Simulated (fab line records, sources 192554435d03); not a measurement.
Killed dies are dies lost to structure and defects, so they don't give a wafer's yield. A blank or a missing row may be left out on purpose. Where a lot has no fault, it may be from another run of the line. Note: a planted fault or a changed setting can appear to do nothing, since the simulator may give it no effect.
fab line records	flow n5-finfet
record lots=10	wafers=30	last-day=17
route steps=1938 shown ZERO_LAYER@16 WELL_APT@33 PMOS_HMC_CHANNEL_EPI@89 FIN_SAQP@101 BEOL_M4@1111
lots that met no fault: taken from a fault-free run of the same line
start-h: hours from the record's first day to the start of the lot's first wafer shown	wait-h: hours from the lot's prior step to this one	" same as the row above	L1.1+2: a row that stands for several wafers	- value missing, or start not given	* or withheld: withheld	< > ~ a bound
route shown NAME@n: NAME is a module with steps in the file, n the number in the route of the first one	usual: mean and standard deviation over wafers with no fault	same: alike in all rows	chamber/n: place in a boat	sites: readings site by site	_std_site: standard deviation of those values	_edge_site: the outer-site mean with the inner-site mean subtracted	radius-mm: how far each site lies from the wafer's centre	mask NAME#n: copy n	behind: the most recent tool/chamber to have shaped the wafer	hold: the reason the lot was held/the length of the hold in hours/how it ended	device: names the non-switching transistor (n, p or np)	end of line: tests of these same wafers at the route's end	a step given without rows: its recipe and nothing more	killed: dies that structure and defects cost at the first sort, which is not the same as the wafer's yield	map: a wafer's dies, marking killed ones x, the rest . and places with no die _
set.NAME: the setting the step ran with; set.NAME@STEP: the setting that earlier step ran with	model.NAME: the simulator's own value behind a step, which no gauge read
route steps across a sampled set of lots; one table per step, one row per wafer
services: from which hour (start-h, from the record's first day; less than 0 if before it) a tool's chamber was out of use, for how many hours, and why
## steps
# step N5_ZERO_LAYER_ETCH_18
# recipe chemistry=HBr/Cl2	target=Si	target-depth-a=1200	time-s=40	pressure-mtorr=10	icp-w=800	bias-w=75	HBr_flow_sccm=150	Cl2_flow_sccm=80
# usual drypump-motor-current-A=5.8/0.54	oes-product-au=0.997/0.015	throttle-valve-pct=36.4/0.3
# same time-s=40
lot.wafer	tool	chamber	start-h	wait-h	drypump-motor-current-A	oes-product-au	rf-hours-counter-h	throttle-valve-pct
L463.3	rie-si-02	0	12.93	0.0	5.1	1.014	25	36.6
L463.5	"	3	"	"	5.7	0.986	-	36.6
L463.6	"	0	"	"	5.1	1.008	-	36.6
L467.1	rie-si-04	0	36.91	0.0	6.7	1.014	7	36.0
L467.3	"	1	"	"	5.9	0.993	58	36.8
L467.6	"	2	"	"	5.1	1.024	-	36.0
L470.2	rie-si-02	1	55.21	0.0	6.3	1.007	32	36.3
L470.5	"	3	"	"	5.7	0.990	-	36.6
L470.6	"	2	"	"	6.1	1.025	-	36.3
L471.1	rie-si-04	1	61.04	0.0	6.0	0.987	58	36.8
L471.2	"	0	"	"	6.7	1.000	8	36.0
L471.3	"	2	"	"	5.1	1.016	187	36.0
L473.3	rie-si-04	1	72.85	0.0	5.9	0.992	59	36.8
L473.4	"	2	"	"	5.1	1.025	187	36.0
L473.6	"	3	"	"	5.2	0.998	-	36.3
L479.2	rie-si-04	3	108.91	0.0	5.2	1.005	104	36.3
L479.5	"	0	"	"	6.6	1.011	-	35.9
L479.6	"	1	"	"	5.9	0.979	-	36.8
L482.2	rie-si-01	3	126.79	0.0	6.0	0.980	39	37.0
L482.4	"	1	"	"	6.4	0.985	58	36.8
L482.5	"	3	"	"	6.0	0.976	-	37.0
L483.1	rie-si-04	3	132.79	0.0	5.3	0.994	104	36.3
L483.2	"	2	"	"	5.1	1.023	189	36.0
L483.3	"	1	"	"	6.0	0.996	60	36.8
L485.2	rie-si-04	1	144.89	0.0	6.0	0.987	60	36.8
L485.4	"	1	"	"	6.0	0.988	-	36.8
L485.5	"	3	"	"	5.2	0.996	-	36.3
L486.1	rie-si-01	3	150.80	0.0	6.0	0.981	39	37.0
L486.3	"	2	"	"	5.4	0.988	103	36.3
L486.5	"	2	"	"	5.4	0.990	-	36.3
# step N5_WELL_APT_IMPLANT_15
# recipe species=As	energy-kev=25	dose-cm2=1.5e+13	tilt-deg=0	rotation-deg=0
# usual dose-ions-cm2=1.5002e+13/1.6e+10	faraday-current-uA=190/3.8
lot.wafer	tool	chamber	start-h	wait-h	dose-ions-cm2	faraday-current-uA
L463.3	implanter-02	0	14.55	0.1	1.4989e+13	195
L463.5	"	0	"	"	1.4991e+13	191
L463.6	"	0	"	"	1.4989e+13	189
L467.1	implanter-02	0	38.20	0.1	1.5016e+13	190
L467.3	"	0	"	"	1.5009e+13	195
L467.6	"	0	"	"	1.5005e+13	189
L470.2	implanter-02	0	56.40	0.1	9.043e+12	118
L470.5	"	0	"	"	9.028e+12	114
L470.6	"	0	"	"	9.015e+12	116
L471.1	implanter-02	0	62.81	0.1	9.058e+12	112
L471.2	"	0	"	"	9.045e+12	112
L471.3	"	0	"	"	9.067e+12	116
L473.3	implanter-01	0	74.18	0.1	1.5009e+13	192
L473.4	"	0	"	"	1.5023e+13	194
L473.6	"	0	"	"	1.5016e+13	193
L479.2	implanter-01	0	110.19	0.1	1.4999e+13	188
L479.5	"	0	"	"	1.5028e+13	185
L479.6	"	0	"	"	1.5015e+13	187
L482.2	implanter-01	0	128.08	0.1	1.5005e+13	189
L482.4	"	0	"	"	1.4993e+13	193
L482.5	"	0	"	"	1.499e+13	189
L483.1	implanter-02	0	134.13	0.1	1.5009e+13	187
L483.2	"	0	"	"	1.4999e+13	194
L483.3	"	0	"	"	1.4987e+13	189
L485.2	implanter-02	0	146.18	0.1	1.4998e+13	187
L485.4	"	0	"	"	1.5007e+13	186
L485.5	"	0	"	"	1.4985e+13	186
L486.1	implanter-01	0	151.94	0.1	1.5014e+13	195
L486.3	"	0	"	"	1.5015e+13	196
L486.5	"	0	"	"	1.5005e+13	195
# step N5_PMOS_HMC_CHANNEL_EPI_INSPECT_30
# recipe inspect-instrument=darkfield	mode=post-epi
# usual raw-defect-count=17/6.5
lot.wafer	tool	chamber	start-h	wait-h	raw-defect-count
L463.3	defect-inspect-01	-	21.05	0.0	10
L463.5	"	-	"	"	19
L463.6	"	-	"	"	11
L467.1	defect-inspect-02	-	44.64	0.0	27
L467.3	"	-	"	"	10
L467.6	"	-	"	"	16
L470.2	defect-inspect-01	-	62.89	0.0	26
L470.5	"	-	"	"	15
L470.6	"	-	"	"	22
L471.1	defect-inspect-01	-	68.95	0.0	37
L471.2	"	-	"	"	16
L471.3	"	-	"	"	19
L473.3	defect-inspect-02	-	80.31	0.0	25
L473.4	"	-	"	"	21
L473.6	"	-	"	"	21
L479.2	defect-inspect-02	-	116.63	0.0	12
L479.5	"	-	"	"	12
L479.6	"	-	"	"	10
L482.2	defect-inspect-02	-	135.69	0.0	16
L482.4	"	-	"	"	8
L482.5	"	-	"	"	21
L483.1	defect-inspect-02	-	140.72	0.0	16
L483.2	"	-	"	"	8
L483.3	"	-	"	"	14
L485.2	defect-inspect-01	-	153.18	0.0	16
L485.4	"	-	"	"	13
L485.5	"	-	"	"	26
L486.1	defect-inspect-01	-	158.65	0.0	12
L486.3	"	-	"	"	5
L486.5	"	-	"	"	16
# step N5_FIN_SAQP_THK_MEAS_07
# usual thk-nm=60.1/0.91
lot.wafer	tool	chamber	start-h	wait-h	thk-nm
L463.3	film-metro-02	-	21.90	0.1	60.2
L463.5	"	-	"	"	60.4
L463.6	"	-	"	"	61.7
L467.1	film-metro-01	-	45.47	0.1	58.9
L467.3	"	-	"	"	60.2
L467.6	"	-	"	"	61.5
L470.2	film-metro-01	-	65.25	0.1	59.8
L470.5	"	-	"	"	61.6
L470.6	"	-	"	"	61.5
L471.1	film-metro-01	-	69.79	0.1	60.0
L471.2	"	-	"	"	60.3
L471.3	"	-	"	"	60.0
L473.3	film-metro-01	-	81.25	0.1	59.8
L473.4	"	-	"	"	60.1
L473.6	"	-	"	"	60.3
L479.2	film-metro-02	-	117.47	0.1	58.4
L479.5	"	-	"	"	59.8
L479.6	"	-	"	"	59.4
L482.2	film-metro-01	-	136.95	0.1	60.6
L482.4	"	-	"	"	60.4
L482.5	"	-	"	"	60.8
L483.1	film-metro-01	-	141.66	0.1	59.3
L483.2	"	-	"	"	58.8
L483.3	"	-	"	"	59.1
L485.2	film-metro-01	-	154.03	0.1	60.7
L485.4	"	-	"	"	61.8
L485.5	"	-	"	"	62.3
L486.1	film-metro-02	-	159.66	0.1	60.0
L486.3	"	-	"	"	59.6
L486.5	"	-	"	"	60.3
# step N5_BEOL_M4_RC_MEAS_101
# usual CJ_P=5.78/0.14	DIBL_N=35.9/1.6	DIBL_P=35.6/2.1	IOFF_N=0.149/0.029	IOFF_P=0.20/0.033	ION_N=671/11	ION_P=460/7.3	SS_N=71.4/0.62	SS_P=73.2/0.65	VT_N=251/3.1	VT_P=-251/3.4
lot.wafer	tool	chamber	start-h	wait-h	CJ_P	DIBL_N[mV/V]	DIBL_P[mV/V]	IOFF_N[nA/um]	IOFF_P[nA/um]	ION_N[uA/um]	ION_P[uA/um]	SS_N[mV/dec]	SS_P[mV/dec]	VT_N[mV]	VT_P[mV]
L463.3	prober-02	0	165.61	0.3	5.87	35.4	33.8	0.133	0.15	662	445	70.8	72.5	251	-258
L463.5	"	0	"	"	5.66	34.5	34.4	0.124	0.15	656	451	70.5	72.7	254	-256
L463.6	"	0	"	"	5.82	34.0	34.4	0.116	0.16	655	453	69.8	72.6	254	-257
L467.1	prober-02	0	192.97	0.0	5.56	34.9	35.5	0.133	0.19	665	451	71.9	72.9	252	-251
L467.3	"	0	"	"	5.85	32.3	33.0	0.114	0.16	669	456	70.5	73.0	254	-253
L467.6	"	0	"	"	5.80	33.7	34.1	0.122	0.18	667	464	70.7	72.4	252	-254
L470.2	prober-02	0	205.42	0.2	4.29	38.3	38.1	0.182	0.27	680	469	72.3	73.1	247	-248
L470.5	"	0	"	"	4.37	35.9	35.2	0.149	0.23	675	473	71.2	72.7	250	-245
L470.6	"	0	"	"	4.36	35.0	34.1	0.126	0.20	663	462	70.9	73.0	252	-251
L471.1	prober-01	0	209.04	0.0	4.41	36.0	39.3	0.162	0.25	676	479	70.3	73.6	250	-247
L471.2	"	0	"	"	4.50	36.4	38.2	0.158	0.22	681	470	71.3	73.7	248	-247
L471.3	"	0	"	"	4.44	36.3	39.0	0.175	0.25	704	482	71.8	73.8	248	-245
L473.3	prober-01	0	230.72	0.3	5.69	36.8	37.4	0.169	0.20	676	460	71.2	72.9	247	-252
L473.4	"	0	"	"	5.91	38.7	39.8	0.216	0.25	690	467	72.4	74.5	246	-249
L473.6	"	0	"	"	5.76	37.9	38.5	0.199	0.23	692	472	71.8	74.5	245	-250
L479.2	prober-02	0	257.76	0.2	5.77	36.0	33.6	0.126	0.16	662	457	71.7	72.8	252	-255
L479.5	"	0	"	"	5.89	37.8	36.3	0.148	0.20	673	454	71.1	73.7	251	-251
L479.6	"	0	"	"	5.88	35.8	34.2	0.125	0.17	663	459	71.1	73.1	254	-252
L482.2	prober-02	0	281.01	0.2	5.55	35.2	34.6	0.132	0.20	664	459	71.1	73.1	252	-249
L482.4	"	0	"	"	5.75	34.2	32.9	0.123	0.18	653	455	71.3	72.2	254	-251
L482.5	"	0	"	"	5.59	35.3	34.5	0.137	0.19	656	454	71.7	72.8	253	-250
L483.1	prober-01	0	283.36	0.0	5.81	35.7	34.9	0.132	0.20	672	465	72.0	73.4	254	-250
L483.2	"	0	"	"	5.78	33.7	32.6	0.110	0.17	651	454	70.9	72.2	254	-249
L483.3	"	0	"	"	6.02	36.3	35.9	0.150	0.21	664	453	71.7	73.2	252	-248
L485.2	prober-02	0	300.61	0.2	5.83	36.8	35.2	0.157	0.21	681	468	70.7	73.0	253	-250
L485.4	"	0	"	"	5.97	38.7	38.1	0.199	0.26	683	467	71.9	73.8	245	-244
L485.5	"	0	"	"	5.98	39.1	38.4	0.213	0.27	697	475	72.5	74.2	244	-248
L486.1	prober-02	0	303.75	0.0	6.01	34.6	34.7	0.133	0.19	665	458	71.8	72.8	251	-251
L486.3	"	0	"	"	6.06	34.9	33.6	0.135	0.16	679	461	71.3	72.4	252	-253
L486.5	"	0	"	"	5.78	35.7	34.8	0.154	0.19	681	459	71.5	73.6	250	-249
## services
tool	chamber	start-h	hours	kind
implanter-02	-	-2.25	4.3	pm
implanter-01	-	23.51	6.3	repair
rie-si-02	2	24.01	-	clean
rie-si-02	2	24.01	-	consumable-replace:focus-ring
rie-si-02	2	24.01	17.2	scheduled-down
rie-si-02	2	24.01	17.2	vent-cycle
rie-si-01	0	38.30	12.5	repair
rie-si-04	-	43.21	0.7	repair
rie-si-02	0	53.61	35.2	repair
rie-si-01	2	72.24	3.2	repair
rie-si-04	-	90.30	0.1	repair
implanter-01	-	106.69	1.1	repair
rie-si-02	-	109.18	0.2	repair
rie-si-04	2	144.64	1.1	repair
## key
first-sign step=N5_WELL_APT_IMPLANT_15	reading=dose-ions-cm2	direction=down	sigmas=99+	usual=1.5002e+13	struck=9.043e+12
effect step=N5_WELL_APT_IMPLANT_15	reading=faraday-current-uA	direction=down	sigmas=20	usual=190	struck=115
effect step=N5_BEOL_M4_RC_MEAS_101	reading=CJ_P	direction=down	sigmas=9.8	usual=5.78	struck=4.39
met-at N5_WELL_APT_IMPLANT_15
struck-lots L470,L471
not-acting-at N5_ZERO_LAYER_ETCH_18,N5_PMOS_HMC_CHANNEL_EPI_INSPECT_30,N5_FIN_SAQP_THK_MEAS_07
onset-between 38.20 56.40
fault kind=process-parameter-drift	tool=implanter-02	chamber=-	onset-h=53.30	steps=N5_WELL_APT_IMPLANT_15	channel=dose-cm2	offset=-5.9596e+12	shape=step	end-h=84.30	acts-in=these-recipes-only	stated=1.5e+13
